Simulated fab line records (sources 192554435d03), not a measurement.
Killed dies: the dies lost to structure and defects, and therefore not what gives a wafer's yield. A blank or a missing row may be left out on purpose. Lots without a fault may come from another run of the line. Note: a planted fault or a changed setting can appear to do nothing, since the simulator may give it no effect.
fab line records	flow n5-finfet
record: lots: 7	wafers: 21	last-day: 22
route steps=1938 shown MOL_CONTACT_COAG@520 BEOL_M4@1111
lots that met no fault: from a run of the same line without faults
start-h: hours from the record's first day to the start of the lot's first wafer shown	wait-h: hours from the lot's prior step to this one	" repeats the value in the row above	L1.1+2: a single row standing in for several wafers	- either no value or no given start	* or withheld: withheld	< > ~ a bound
route shown NAME@n: names a module that has steps shown in the file, with the first one's number in the route	usual: average and standard deviation across the fault-free wafers	same: alike in all rows	chamber/n: place in a boat	sites: readings site by site	_std_site: their standard deviation	_edge_site: mean of outer sites minus mean of inner sites	radius-mm: how far each site lies from the wafer's centre	mask NAME#n: copy n	behind: the tool/chamber that last shaped the wafer	hold: reason for holding the lot/hours on hold/outcome of the hold	device: the n, p or np transistor that did not switch	end of line: the same wafers' tests at the end of the route	a step with no rows: only its recipe	killed: at the first sort, the dies lost to defects and structure; wafer yield is something else	map: a wafer's dies, marking killed ones x, the rest . and places with no die _
set.NAME: the setting that was run; set.NAME@STEP: the one run at that earlier step	model.NAME: the simulator's own value behind a step, which no gauge read
a table for each step, a row for each wafer; lots at some steps of the route
services: from which hour (start-h, from the record's first day; less than 0 if before it) a tool's chamber was out of use, for how many hours, and why
== steps ==
step: N5_MOL_CONTACT_COAG_COAT_02
recipe: resist: CAR-EUV	spin-rpm: 1500	resist-thk-nm: 30
step: N5_MOL_CONTACT_COAG_EBR_04
recipe: solvent: PGMEA	ebr-width-mm: 1.5
step: N5_MOL_CONTACT_COAG_SOFTBAKE_03
recipe: temp-c: 110	time-s: 60	resist: CAR-EUV
step: N5_MOL_CONTACT_COAG_EXPOSE_05
recipe: mask-id: CA	na: 0.33	source-shape: annular	sigma-inner: 0.4	sigma-outer: 0.8	polarization: unpolarized	defocus-nm: 0	dose-mj: 38.25
step: N5_MOL_CONTACT_COAG_PEB_06
recipe: peb-temp-c: 100	peb-time-s: 60	resist: CAR-EUV
step: N5_MOL_CONTACT_COAG_DEVELOP_07
recipe: develop-time-s: 30	developer: TMAH	resist: CAR-EUV	rinse-liquid: surfactant-rinse	dry: air-spin	dev-temp-c: 23
step: N5_MOL_CONTACT_COAG_CD_MEAS_08
recipe: target-cd-nm: 28	landing-energy-ev: 500	detector: se-inlens	polarity: opening
usual: cd-nm: 27.96/0.21
same: landing-energy-ev: 500
lot.wafer	tool	chamber	start-h	wait-h	cd-nm
L288.2	cd-sem-03	0	106.76	-	27.59
L288.3	"	0	"	"	27.87
L288.5	"	0	"	"	28.04
L293.2	cd-sem-02	0	138.11	-	27.99
L293.4	"	0	"	"	28.03
L293.5	"	0	"	"	28.29
L298.1	cd-sem-02	0	167.64	-	27.99
L298.3	"	0	"	"	27.88
L298.5	"	0	"	"	27.75
L299.1	cd-sem-01	0	172.02	-	28.44
L299.3	"	0	"	"	28.25
L299.4	"	0	"	"	28.39
L300.4	cd-sem-03	0	177.87	-	27.79
L300.5	"	0	"	"	27.99
L300.6	"	0	"	"	28.14
L304.2	cd-sem-03	0	200.06	-	28.23
L304.3	"	0	"	"	28.31
L304.6	"	0	"	"	27.97
L306.1	cd-sem-03	0	214.26	-	27.53
L306.2	"	0	"	"	28.41
L306.3	"	0	"	"	27.61
step: N5_MOL_CONTACT_COAG_OVL_MEAS_09
recipe: points-per-wafer: 522
usual: CA_OVL: -0.2/0.74
lot.wafer	tool	chamber	start-h	wait-h	CA_OVL[nm]
L288.2	overlay-01	0	106.80	0.0	-1.3
L288.3	"	0	"	"	-0.8
L288.5	"	0	"	"	-0.2
L293.2	overlay-02	0	138.15	0.0	1.1
L293.4	"	0	"	"	-0.3
L293.5	"	0	"	"	-0.1
L298.1	overlay-01	0	167.67	0.0	-0.3
L298.3	"	0	"	"	-0.1
L298.5	"	0	"	"	-1.0
L299.1	overlay-01	0	172.05	0.0	0.8
L299.3	"	0	"	"	-0.7
L299.4	"	0	"	"	-0.6
L300.4	overlay-02	0	177.91	0.0	-1.5
L300.5	"	0	"	"	0.3
L300.6	"	0	"	"	-0.6
L304.2	overlay-01	0	200.09	0.0	-0.7
L304.3	"	0	"	"	-0.7
L304.6	"	0	"	"	-0.7
L306.1	overlay-01	0	214.29	0.0	-0.1
L306.2	"	0	"	"	0.6
L306.3	"	0	"	"	-1.0
step: N5_MOL_CONTACT_COAG_INSPECT_10
recipe: mode: adi	inspect-instrument: brightfield
usual: raw-defect-count: 67/25
lot.wafer	tool	chamber	start-h	wait-h	raw-defect-count
L288.2	defect-inspect-01	-	106.85	0.0	38
L288.3	"	-	"	"	59
L288.5	"	-	"	"	31
L293.2	defect-inspect-01	-	138.20	0.0	36
L293.4	"	-	"	"	75
L293.5	"	-	"	"	56
L298.1	defect-inspect-02	-	167.73	0.1	63
L298.3	"	-	"	"	62
L298.5	"	-	"	"	46
L299.1	defect-inspect-02	-	172.11	0.1	50
L299.3	"	-	"	"	56
L299.4	"	-	"	"	53
L300.4	defect-inspect-02	-	177.96	0.0	90
L300.5	"	-	"	"	52
L300.6	"	-	"	"	57
L304.2	defect-inspect-01	-	200.14	0.0	175
L304.3	"	-	"	"	57
L304.6	"	-	"	"	160
L306.1	defect-inspect-01	-	214.34	0.1	79
L306.2	"	-	"	"	87
L306.3	"	-	"	"	57
step: N5_MOL_CONTACT_COAG_DESCUM_13
recipe: chemistry: O2	time-s: 7	source-power-w: 50	bias-power-w: 20	pressure-mtorr: 20	rf-frequency-hz: 2.712e+07	temp-c: 40	resist: CAR-EUV	o2-flow-sccm: 225
usual: drypump-motor-current-A: 5.7/0.4	oes-product-au: 0.77/0.087	rf-vpp-V: 243.3/1.7	showerhead-plenum-p-Torr: 2.10/0.082	throttle-valve-pct: 20.51/0.12
lot.wafer	tool	chamber	start-h	wait-h	drypump-motor-current-A	oes-product-au	rf-hours-counter-h	rf-vpp-V	showerhead-plenum-p-Torr	throttle-valve-pct
L288.2	rie-diel-05	2	106.88	0.0	5.8	0.71	197	243.5	2.16	20.75
L288.3	"	0	"	"	6.3	0.69	247	243.9	2.14	20.70
L288.5	"	1	"	"	5.4	0.68	-	241.8	1.98	20.51
L293.2	rie-diel-04	3	138.24	0.0	5.1	0.72	218	243.8	2.16	20.62
L293.4	"	0	"	"	6.1	0.68	244	241.6	1.97	20.56
L293.5	"	2	"	"	5.1	0.72	-	243.8	2.07	20.47
L298.1	rie-diel-04	1	167.76	0.0	5.5	0.90	36	242.1	2.04	20.54
L298.3	"	3	"	"	5.1	0.70	229	244.9	2.16	20.63
L298.5	"	2	"	"	5.2	0.70	-	241.8	2.06	20.47
L299.1	rie-diel-05	2	172.14	0.0	5.8	0.70	223	244.3	2.15	20.78
L299.3	"	0	"	"	6.3	0.92	15	243.9	2.14	20.36
L299.4	"	0	"	"	6.3	0.92	-	243.6	2.14	20.36
L300.4	rie-diel-04	1	178.04	0.1	5.6	0.90	42	242.9	2.04	20.54
L300.5	"	3	"	"	5.2	0.70	-	243.6	2.16	20.64
L300.6	"	2	"	"	5.1	0.70	-	244.6	2.06	20.47
L304.2	rie-diel-04	3	200.18	0.0	5.1	0.69	245	244.7	2.15	20.69
L304.3	"	0	"	"	6.1	0.96	10	245.2	2.23	20.22
L304.6	"	1	"	"	5.6	0.89	-	242.7	2.04	20.57
L306.1	rie-diel-02	0	214.38	0.0	5.6	0.70	204	241.2	1.99	20.40
L306.2	"	1	"	"	5.8	0.72	178	244.9	2.17	20.43
L306.3	"	3	"	"	5.6	0.77	157	240.7	2.01	20.64
step: N5_MOL_CONTACT_COAG_ETCH_59
recipe: chemistry: N2/H2	target: underlayer	target-depth-a: 130	mask-material: CAR-EUV	time-s: 10.4	ion-energy-ev: 200	pressure-mtorr: 30	source-w: 840	bias-w: 150	n2-flow-sccm: 200	h2-flow-sccm: 200	ends: cleared
usual: bias-w: 150.0/0.47	chamber-pressure-mTorr: 30.00/0.03	drypump-motor-current-A: 5.7/0.39	etch-rf-on-time-s: 10.45/0.15	oes-product-au: 0.66/0.074	rf-vpp-V: 524.1/2.8	showerhead-plenum-p-Torr: 2.55/0.1	throttle-valve-pct: 17.96/0.14
lot.wafer	tool	chamber	start-h	wait-h	bias-w	chamber-pressure-mTorr	drypump-motor-current-A	etch-rf-on-time-s	oes-product-au	rf-hours-counter-h	rf-vpp-V	showerhead-plenum-p-Torr	throttle-valve-pct
L288.2	rie-diel-05	2	106.92	0.0	149.5	30.03	5.7	10.47	0.61	197	526.6	2.63	18.14
L288.3	"	0	"	"	150.4	30.05	6.3	10.75	0.59	247	525.8	2.62	18.28
L288.5	"	1	"	"	149.8	30.02	5.4	10.83	0.58	-	519.4	2.42	18.13
L293.2	rie-diel-04	3	138.27	0.0	150.3	30.00	5.1	10.40	0.60	218	525.9	2.61	18.14
L293.4	"	0	"	"	149.7	29.96	6.1	10.50	0.58	244	520.4	2.41	18.08
L293.5	"	2	"	"	149.5	30.03	5.2	10.45	0.61	-	523.0	2.51	17.84
L298.1	rie-diel-04	1	167.80	0.0	148.7	29.99	5.6	10.44	0.77	36	523.9	2.49	17.97
L298.3	"	3	"	"	150.7	29.95	5.2	10.65	0.59	229	525.2	2.61	18.13
L298.5	"	2	"	"	149.8	29.99	5.2	10.49	0.60	-	523.8	2.51	17.85
L299.1	rie-diel-05	2	172.18	0.0	149.6	30.05	5.8	10.50	0.60	223	525.0	2.61	18.18
L299.3	"	0	"	"	150.1	30.00	6.3	10.37	0.79	15	526.7	2.61	17.91
L299.4	"	0	"	"	150.1	30.04	6.3	10.53	0.79	-	524.3	2.61	17.88
L300.4	rie-diel-04	1	178.07	0.0	149.7	30.02	5.6	10.30	0.77	42	521.6	2.48	17.99
L300.5	"	3	"	"	149.9	29.94	5.1	10.62	0.60	-	525.9	2.61	18.16
L300.6	"	2	"	"	149.8	29.97	5.1	10.45	0.60	-	522.5	2.51	17.86
L304.2	rie-diel-04	3	200.21	0.0	150.2	30.06	5.1	10.44	0.59	245	525.2	2.60	18.18
L304.3	"	0	"	"	150.1	30.02	6.1	10.04	0.82	10	528.5	2.72	17.72
L304.6	"	1	"	"	150.1	30.02	5.6	10.34	0.75	-	522.9	2.48	17.97
L306.1	rie-diel-02	0	214.41	0.0	149.1	30.07	5.6	10.40	0.61	204	522.6	2.42	17.81
L306.2	"	1	"	"	149.9	30.01	5.8	10.35	0.63	178	526.1	2.64	17.85
L306.3	"	3	"	"	150.0	30.00	5.7	10.76	0.64	157	520.6	2.43	18.06
step: N5_MOL_CONTACT_COAG_ETCH_105
recipe: chemistry: CF4	target: SiARC	target-depth-a: 156	mask-material: CAR-EUV	time-s: 26	ion-energy-ev: 80	pressure-mtorr: 40	source-w: 545	bias-w: 36	Ar_flow_sccm: 100	cf4-flow-sccm: 100	ends: cleared
usual: bias-w: 36.00/0.11	cf4-flow-sccm: 100.0/0.3	drypump-motor-current-A: 5.7/0.39	etch-rf-on-time-s: 26.2/0.38	oes-product-au: 0.66/0.073	rf-vpp-V: 184.1/1.3	showerhead-plenum-p-Torr: 2.15/0.078	throttle-valve-pct: 15.70/0.13
lot.wafer	tool	chamber	start-h	wait-h	bias-w	cf4-flow-sccm	drypump-motor-current-A	etch-rf-on-time-s	oes-product-au	rf-hours-counter-h	rf-vpp-V	showerhead-plenum-p-Torr	throttle-valve-pct
L288.2	rie-diel-05	2	106.94	0.0	36.03	99.8	5.8	26.1	0.61	197	183.2	2.21	15.96
L288.3	"	0	"	"	36.07	100.5	6.2	26.8	0.59	247	185.0	2.19	15.91
L288.5	"	1	"	"	36.20	100.0	5.4	26.6	0.59	-	185.3	2.03	15.75
L293.2	rie-diel-04	3	138.29	0.0	36.17	100.4	5.1	25.9	0.61	218	184.8	2.20	15.80
L293.4	"	0	"	"	36.09	100.3	6.1	26.1	0.59	244	182.5	2.03	15.87
L293.5	"	2	"	"	36.17	99.7	5.1	26.3	0.60	-	183.0	2.13	15.74
L298.1	rie-diel-04	1	167.82	0.0	35.88	100.3	5.6	26.0	0.77	36	184.1	2.09	15.65
L298.3	"	3	"	"	35.90	100.2	5.1	26.3	0.60	229	185.1	2.20	15.82
L298.5	"	2	"	"	35.95	99.8	5.2	26.0	0.61	-	183.6	2.12	15.75
L299.1	rie-diel-05	2	172.20	0.0	35.98	99.9	5.7	26.3	0.59	223	183.9	2.20	16.01
L299.3	"	0	"	"	35.70	100.3	6.3	26.4	0.78	15	183.8	2.18	15.45
L299.4	"	0	"	"	35.88	100.3	6.3	26.2	0.79	-	184.7	2.18	15.44
L300.4	rie-diel-04	1	178.09	0.0	36.32	100.2	5.6	26.0	0.76	42	182.6	2.09	15.66
L300.5	"	3	"	"	36.11	100.0	5.1	26.3	0.60	-	183.0	2.19	15.83
L300.6	"	2	"	"	36.00	100.3	5.2	26.2	0.60	-	183.7	2.12	15.76
L304.2	rie-diel-04	3	200.23	0.0	36.07	99.6	5.1	26.1	0.59	245	184.4	2.19	15.85
L304.3	"	0	"	"	36.06	100.0	6.1	25.4	0.82	10	185.8	2.28	15.40
L304.6	"	1	"	"	35.95	100.0	5.5	26.0	0.76	-	183.9	2.08	15.69
L306.1	rie-diel-02	0	214.43	0.0	36.06	100.2	5.6	26.5	0.60	204	182.9	2.04	15.62
L306.2	"	1	"	"	36.04	99.4	5.8	26.1	0.62	178	184.4	2.22	15.65
L306.3	"	3	"	"	35.89	99.5	5.6	27.0	0.64	157	182.3	2.05	15.79
step: N5_MOL_CONTACT_COAG_ETCH_106
recipe: chemistry: N2/H2	target: SOC	target-depth-a: 800	overetch-a: 160	mask-material: SiARC	temp-c: 40	time-s: 120	ion-energy-ev: 200	pressure-mtorr: 30	source-w: 840	bias-w: 150	n2-flow-sccm: 200	h2-flow-sccm: 200
usual: bias-w: 150.1/0.47	chamber-pressure-mTorr: 30.001/0.023	drypump-motor-current-A: 5.7/0.39	oes-product-au: 0.69/0.074	rf-vpp-V: 524.1/2.9	showerhead-plenum-p-Torr: 2.55/0.1	throttle-valve-pct: 17.94/0.14
lot.wafer	tool	chamber	start-h	wait-h	bias-w	chamber-pressure-mTorr	drypump-motor-current-A	oes-product-au	rf-hours-counter-h	rf-vpp-V	showerhead-plenum-p-Torr	throttle-valve-pct	model.underlayer_of_MOL_CONTACT_COAG_COAT_58.thk-nm	model.SiARC_of_MOL_CONTACT_COAG_COAT_104.thk-nm	model.CAR-EUV_of_MOL_CONTACT_COAG_COAT_02.thk-nm
L288.2	rie-diel-05	2	106.97	0.0	149.7	30.014	5.8	0.65	197	527.4	2.63	18.09	0	6.4	0
L288.3	"	0	"	"	149.8	30.022	6.3	0.62	247	525.4	2.62	18.29	0	6.4	0
L288.5	"	1	"	"	149.9	30.002	5.4	0.62	-	519.3	2.42	18.08	0	6.6	0
L293.2	rie-diel-04	3	138.32	0.0	149.6	30.008	5.1	0.64	218	526.0	2.61	18.10	0	6.4	0
L293.4	"	0	"	"	150.4	30.015	6.1	0.62	244	521.0	2.41	18.08	0	6.4	0
L293.5	"	2	"	"	150.5	29.997	5.2	0.64	-	523.8	2.51	17.79	0	6.4	0
L298.1	rie-diel-04	1	167.85	0.0	-	-	-	-	-	-	-	-	10	12	5.4
L298.3	"	3	"	"	-	-	-	-	-	-	-	-	10	12	5.4
L298.5	"	2	"	"	-	-	-	-	-	-	-	-	10	12	5.4
L299.1	rie-diel-05	2	172.23	0.0	-	-	-	-	-	-	-	-	10	12	5.4
L299.3	"	0	"	"	-	-	-	-	-	-	-	-	10	12	5.4
L299.4	"	0	"	"	-	-	-	-	-	-	-	-	10	12	5.4
L300.4	rie-diel-04	1	178.12	0.0	-	-	-	-	-	-	-	-	10	12	5.6
L300.5	"	3	"	"	-	-	-	-	-	-	-	-	10	12	5.6
L300.6	"	2	"	"	-	-	-	-	-	-	-	-	10	12	5.6
L304.2	rie-diel-04	3	200.26	0.0	151.5	30.027	5.1	0.62	246	525.7	2.60	18.13	0	6.6	0
L304.3	"	0	"	"	149.7	29.995	6.1	0.85	10	527.7	2.72	17.68	0	6.4	0
L304.6	"	1	"	"	149.9	30.032	5.6	0.79	-	521.4	2.48	17.95	0	6.4	0
L306.1	rie-diel-02	0	214.46	0.0	150.4	29.954	5.6	0.63	204	518.9	2.42	17.79	0	6.4	0
L306.2	"	1	"	"	150.5	30.017	5.8	0.65	178	526.9	2.64	17.84	0	6.4	0
L306.3	"	3	"	"	150.0	30.029	5.6	0.68	157	522.6	2.43	18.03	0	6.6	0
step: N5_MOL_CONTACT_COAG_STRIP_107
recipe: chemistry: N2/H2	temp-c: 40	n2-flow-sccm: 200	h2-flow-sccm: 200	rf-frequency-hz: 6e+07
step: N5_MOL_CONTACT_COAG_STRIP_108
recipe: chemistry: N2/H2	temp-c: 40	n2-flow-sccm: 200	h2-flow-sccm: 200	rf-frequency-hz: 6e+07
step: N5_MOL_CONTACT_COAG_CONTACT_ETCH_14
recipe: chemistry: C4F6/O2	target: SiO2	target-depth-a: 275	overetch-a: 85	mask-material: SOC	pressure-mtorr: 30	source-w: 370	bias-w: 185	Ar_flow_sccm: 300	C4F6_flow_sccm: 16	O2_flow_sccm: 10	time-s: 20	ion-energy-ev: 259.6
usual: C4F6_flow_sccm: 16.00/0.046	O2_flow_sccm: 10.000/0.03	drypump-motor-current-A: 5.7/0.4	oes-product-au: 0.65/0.07	rf-vpp-V: 693/3.7	showerhead-plenum-p-Torr: 2.89/0.1	throttle-valve-pct: 21.35/0.12
lot.wafer	tool	chamber	start-h	wait-h	C4F6_flow_sccm	O2_flow_sccm	drypump-motor-current-A	oes-product-au	rf-hours-counter-h	rf-vpp-V	showerhead-plenum-p-Torr	throttle-valve-pct
L288.2	rie-diel-05	2	107.07	0.0	16.00	9.946	5.8	0.61	197	697	2.97	21.62
L288.3	"	0	"	"	16.05	10.031	6.3	0.59	248	694	2.94	21.53
L288.5	"	1	"	"	16.05	10.006	5.4	0.58	-	689	2.74	21.36
L293.2	rie-diel-04	3	138.42	0.0	15.97	9.986	5.1	0.61	218	696	2.95	21.40
L293.4	"	0	"	"	15.96	10.024	6.1	0.58	244	688	2.72	21.41
L293.5	"	2	"	"	16.01	10.062	5.2	0.61	-	693	2.86	21.36
L298.1	rie-diel-04	1	167.95	0.0	15.99	10.002	5.6	0.34	36	690	2.81	21.21
L298.3	"	3	"	"	15.92	9.976	5.1	0.26	229	696	2.95	21.21
L298.5	"	2	"	"	16.00	9.973	5.1	0.26	-	692	2.85	21.17
L299.1	rie-diel-05	2	172.33	0.0	16.02	10.027	5.8	0.27	223	697	2.96	21.46
L299.3	"	0	"	"	15.90	10.008	6.3	0.35	15	695	2.93	20.97
L299.4	"	0	"	"	15.97	9.994	6.3	0.35	-	694	2.93	20.96
L300.4	rie-diel-04	1	178.22	0.0	16.00	9.955	5.6	0.34	42	691	2.81	21.20
L300.5	"	3	"	"	16.01	9.992	5.1	0.26	-	695	2.95	21.21
L300.6	"	2	"	"	16.01	9.962	5.1	0.26	-	692	2.85	21.18
L304.2	rie-diel-04	3	200.36	0.0	15.99	10.046	5.1	0.59	246	694	2.94	21.43
L304.3	"	0	"	"	16.00	9.983	6.1	0.80	10	698	3.05	21.08
L304.6	"	1	"	"	16.04	9.991	5.6	0.75	-	692	2.80	21.41
L306.1	rie-diel-02	0	214.56	0.0	15.96	9.971	5.6	0.61	204	689	2.75	21.22
L306.2	"	1	"	"	15.98	10.029	5.7	0.62	178	697	2.98	21.26
L306.3	"	3	"	"	16.02	10.056	5.6	0.65	157	688	2.77	21.45
step: N5_MOL_CONTACT_COAG_STRIP_109
recipe: chemistry: C4F6/O2	resist: SiARC	rf-frequency-hz: 6e+07
step: N5_MOL_CONTACT_COAG_ETCH_110
recipe: chemistry: CF4/O2	target: Si	target-depth-a: 25	time-s: 8	pressure-mtorr: 100	source-w: 200	bias-w: 12	ion-energy-ev: 60	Ar_flow_sccm: 100	cf4-flow-sccm: 100	O2_flow_sccm: 10
usual: O2_flow_sccm: 10.00/0.033	bias-w: 11.99/0.033	drypump-motor-current-A: 5.7/0.4	oes-product-au: 0.77/0.086	rf-vpp-V: 127.6/1.6	showerhead-plenum-p-Torr: 2.23/0.08	throttle-valve-pct: 10.85/0.19
lot.wafer	tool	chamber	start-h	wait-h	O2_flow_sccm	bias-w	drypump-motor-current-A	oes-product-au	rf-hours-counter-h	rf-vpp-V	showerhead-plenum-p-Torr	throttle-valve-pct
L288.2	rie-diel-05	2	107.16	0.0	9.97	12.01	5.8	0.71	197	124.4	2.29	11.12
L288.3	"	0	"	"	10.02	11.98	6.3	0.68	248	131.0	2.27	11.15
L288.5	"	1	"	"	10.01	12.00	5.4	0.67	-	126.0	2.11	10.98
L293.2	rie-diel-04	3	138.51	0.0	10.03	11.95	5.1	0.71	219	126.9	2.28	11.02
L293.4	"	0	"	"	10.01	12.04	6.1	0.68	244	126.5	2.11	11.12
L293.5	"	2	"	"	10.02	12.02	5.1	0.71	-	128.2	2.21	10.93
L298.1	rie-diel-04	1	168.04	0.0	10.00	11.98	5.6	0.91	36	125.8	2.17	10.66
L298.3	"	3	"	"	10.00	11.96	5.1	0.70	229	129.5	2.28	11.04
L298.5	"	2	"	"	10.01	11.94	5.2	0.70	-	127.0	2.20	10.95
L299.1	rie-diel-05	2	172.42	0.0	10.01	12.00	5.8	0.70	223	124.7	2.28	11.21
L299.3	"	0	"	"	9.99	12.04	6.3	0.92	15	129.9	2.26	10.47
L299.4	"	0	"	"	10.00	11.99	6.3	0.93	-	129.8	2.26	10.48
L300.4	rie-diel-04	1	178.32	0.0	9.97	11.98	5.6	0.90	42	127.7	2.17	10.71
L300.5	"	3	"	"	10.03	11.99	5.1	0.69	-	128.3	2.28	11.07
L300.6	"	2	"	"	9.98	11.99	5.2	0.70	-	126.3	2.20	10.99
L304.2	rie-diel-04	3	200.46	0.0	10.05	11.94	5.1	0.68	246	128.9	2.27	11.08
L304.3	"	0	"	"	10.00	11.98	6.1	0.96	10	129.1	2.36	10.43
L304.6	"	1	"	"	10.02	11.96	5.6	0.88	-	128.2	2.17	10.72
L306.1	rie-diel-02	0	214.66	0.0	9.99	12.01	5.6	0.71	204	127.7	2.13	10.86
L306.2	"	1	"	"	10.06	12.01	5.8	0.74	178	128.3	2.30	10.86
L306.3	"	3	"	"	9.96	11.99	5.6	0.75	157	126.8	2.14	10.93
step: N5_MOL_CONTACT_COAG_STRIP_98
recipe: chemistry: N2/H2	power-w: 500	temp-c: 40	pressure-mtorr: 50	rf-frequency-hz: 6e+07	overash-fraction: 0.3	bias-power-w: 8	h2-frac: 0.5	n2-flow-sccm: 300	h2-flow-sccm: 300
usual: drypump-motor-current-A: 5.7/0.4	oes-product-au: 0.77/0.088	power-w: 500.0/1.4	rf-vpp-V: 54.1/1.6	showerhead-plenum-p-Torr: 3.37/0.13	throttle-valve-pct: 19.06/0.29
lot.wafer	tool	chamber	start-h	wait-h	drypump-motor-current-A	oes-product-au	power-w	rf-hours-counter-h	rf-vpp-V	showerhead-plenum-p-Torr	throttle-valve-pct
L288.2	rie-diel-05	2	107.21	0.0	5.8	0.70	499.0	197	55.3	3.46	19.04
L288.3	"	0	"	"	6.3	0.68	498.8	248	54.4	3.45	19.55
L288.5	"	1	"	"	5.4	0.68	499.2	-	51.8	3.20	19.55
L293.2	rie-diel-04	3	138.56	0.0	5.1	0.72	499.1	219	54.2	3.45	19.60
L293.4	"	0	"	"	6.1	0.68	499.2	244	52.3	3.19	19.12
L293.5	"	2	"	"	5.2	0.71	500.7	-	52.8	3.32	18.71
L298.1	rie-diel-04	1	168.09	0.0	5.5	0.91	499.1	36	56.9	3.29	19.02
L298.3	"	3	"	"	5.2	0.71	500.7	229	54.4	3.44	19.61
L298.5	"	2	"	"	5.1	0.71	500.3	-	53.4	3.32	18.72
L299.1	rie-diel-05	2	172.47	0.0	5.8	0.70	498.4	223	57.5	3.45	19.09
L299.3	"	0	"	"	6.3	0.91	500.4	15	55.1	3.44	19.17
L299.4	"	0	"	"	6.3	0.92	500.6	-	54.4	3.44	19.15
L300.4	rie-diel-04	1	178.36	0.0	5.6	0.89	500.0	42	50.0	3.28	19.06
L300.5	"	3	"	"	5.1	0.71	501.7	-	54.4	3.44	19.65
L300.6	"	2	"	"	5.2	0.70	499.2	-	52.3	3.31	18.73
L304.2	rie-diel-04	3	200.51	0.0	5.2	0.69	498.4	246	55.9	3.44	19.65
L304.3	"	0	"	"	6.1	0.97	501.9	10	55.6	3.58	18.76
L304.6	"	1	"	"	5.6	0.89	498.9	-	54.7	3.28	19.05
L306.1	rie-diel-02	0	214.71	0.0	5.6	0.71	499.3	204	52.0	3.20	18.72
L306.2	"	1	"	"	5.8	0.72	500.9	178	53.9	3.48	18.92
L306.3	"	3	"	"	5.6	0.76	498.6	157	51.7	3.22	19.13
step: N5_MOL_CONTACT_COAG_CD_MEAS_99
recipe: target-cd-nm: 17.2	polarity: opening
usual: cd-nm: 17.16/0.3
lot.wafer	tool	chamber	start-h	wait-h	cd-nm
L288.2	cd-sem-02	-	107.28	-	16.96
L288.3	"	-	"	"	16.93
L288.5	"	-	"	"	16.96
L293.2	cd-sem-02	-	138.63	-	16.88
L293.4	"	-	"	"	17.37
L293.5	"	-	"	"	17.04
L298.1	cd-sem-03	-	168.16	-	-
L298.3	"	-	"	"	-
L298.5	"	-	"	"	-
L299.1	cd-sem-02	-	172.54	-	-
L299.3	"	-	"	"	-
L299.4	"	-	"	"	-
L300.4	cd-sem-02	-	178.44	-	-
L300.5	"	-	"	"	-
L300.6	"	-	"	"	-
L304.2	cd-sem-01	-	200.58	-	16.96
L304.3	"	-	"	"	17.22
L304.6	"	-	"	"	17.01
L306.1	cd-sem-02	-	214.78	-	17.19
L306.2	"	-	"	"	17.63
L306.3	"	-	"	"	17.11
step: N5_MOL_CONTACT_COAG_IMPLANT_129
recipe: species: Ge	energy-kev: 3	dose-cm2: 6e+14	tilt-deg: 0	rotation-deg: 0
step: N5_BEOL_M4_RC_MEAS_101
usual: DIBL_N: 36.3/1.1	DIBL_P: 36.3/1.4	IOFF_N: 0.155/0.019	IOFF_P: 0.211/0.027	ION_N: 672/8.5	ION_P: 462/5.8	SS_N: 71.5/0.56	SS_P: 73.3/0.52	VT_N: 249.9/2.5	VT_P: -249.8/2.8
lot.wafer	tool	chamber	start-h	wait-h	DIBL_N[mV/V]	DIBL_P[mV/V]	IOFF_N[nA/um]	IOFF_P[nA/um]	ION_N[uA/um]	ION_P[uA/um]	SS_N[mV/dec]	SS_P[mV/dec]	VT_N[mV]	VT_P[mV]
L288.2	prober-01	0	219.99	0.2	36.1	36.9	0.144	0.220	668	467	71.6	72.2	251.3	-248.3
L288.3	"	0	"	"	35.6	37.1	0.138	0.219	668	465	71.4	73.3	252.5	-249.1
L288.5	"	0	"	"	37.0	39.1	0.171	0.263	678	469	71.3	73.4	251.1	-247.9
L306.1	prober-01	0	368.20	0.0	37.3	39.4	0.209	0.284	680	470	72.2	73.1	247.2	-244.7
L306.2	"	0	"	"	36.1	38.4	0.178	0.258	674	465	71.7	73.7	249.4	-248.1
L306.3	"	0	"	"	35.0	37.1	0.165	0.238	675	470	71.0	73.3	247.5	-246.2
L304.2	prober-02	0	391.49	0.2	35.5	36.1	0.146	0.202	671	463	71.5	72.4	251.1	-248.8
L304.3	"	0	"	"	36.0	36.0	0.147	0.205	675	466	70.9	72.3	251.9	-248.4
L304.6	"	0	"	"	34.5	34.1	0.123	0.172	663	464	70.9	72.8	253.5	-252.7
L293.2	prober-02	0	399.79	0.2	37.0	38.3	0.162	0.214	675	466	71.3	73.5	246.4	-249.6
L293.4	"	0	"	"	33.6	32.5	0.105	0.142	658	454	70.4	72.8	255.7	-256.8
L293.5	"	0	"	"	34.7	34.7	0.118	0.173	652	458	70.4	73.1	253.0	-253.3
== services ==
tool	chamber	start-h	hours	kind
rie-diel-05	0	113.99	-	clean
rie-diel-05	0	113.99	-	consumable-replace:focus-ring
rie-diel-05	0	113.99	24.4	scheduled-down
rie-diel-05	0	113.99	24.4	vent-cycle
rie-diel-05	1	126.71	2.8	repair
rie-diel-05	2	144.20	3.8	repair
rie-diel-04	0	157.01	-	clean
rie-diel-04	0	157.01	-	consumable-replace:focus-ring
rie-diel-04	0	157.01	-	consumable-replace:showerhead
rie-diel-04	0	157.01	20.0	scheduled-down
rie-diel-04	0	157.01	20.0	vent-cycle
rie-diel-05	1	157.39	-	clean
rie-diel-05	1	157.39	-	consumable-replace:focus-ring
rie-diel-05	1	157.39	-	consumable-replace:showerhead
rie-diel-05	1	157.39	18.2	scheduled-down
rie-diel-05	1	157.39	18.2	vent-cycle
rie-diel-05	-	172.97	2.8	pm
rie-diel-04	3	212.32	-	clean
rie-diel-04	3	212.32	-	consumable-replace:focus-ring
rie-diel-04	3	212.32	13.7	scheduled-down
rie-diel-04	3	212.32	13.7	vent-cycle
== key ==
first-sign: step: N5_MOL_CONTACT_COAG_ETCH_106	reading: tool-record	direction: missing
effect: step: N5_MOL_CONTACT_COAG_CONTACT_ETCH_14	reading: oes-product-au	direction: down	sigmas: 5.1	usual: 0.65	struck: 0.30
effect: step: N5_MOL_CONTACT_COAG_CD_MEAS_99	reading: cd-nm	direction: missing
model-effect: step: N5_MOL_CONTACT_COAG_ETCH_106	value: underlayer_of_MOL_CONTACT_COAG_COAT_58.thk-nm	without: 0	struck: 10
met-at N5_MOL_CONTACT_COAG_ETCH_106
struck-wafers L298.1,L298.3,L298.5,L299.1,L299.3,L299.4,L300.4,L300.5,L300.6
later-rows-left-out L298.1,L298.3,L298.5,L299.1,L299.3,L299.4,L300.4,L300.5,L300.6
sort-left-out L298.1,L298.3,L298.5,L299.1,L299.3,L299.4,L300.4,L300.5,L300.6
onset-between 138.32 167.85
fault: kind: skipped-step-whole	tool: rie-diel-04,rie-diel-05	chamber: -	onset-h: 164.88	steps: N5_MOL_CONTACT_COAG_ETCH_106	scope: struck-lots-only
sort-left-out: the simulated sort isn't trusted on such a fault, so these wafers' sort isn't shown, and their yield isn't known
later-rows-left-out: the simulator's readings of these wafers behind a module that went badly wrong aren't trusted and aren't shown, but for the sort
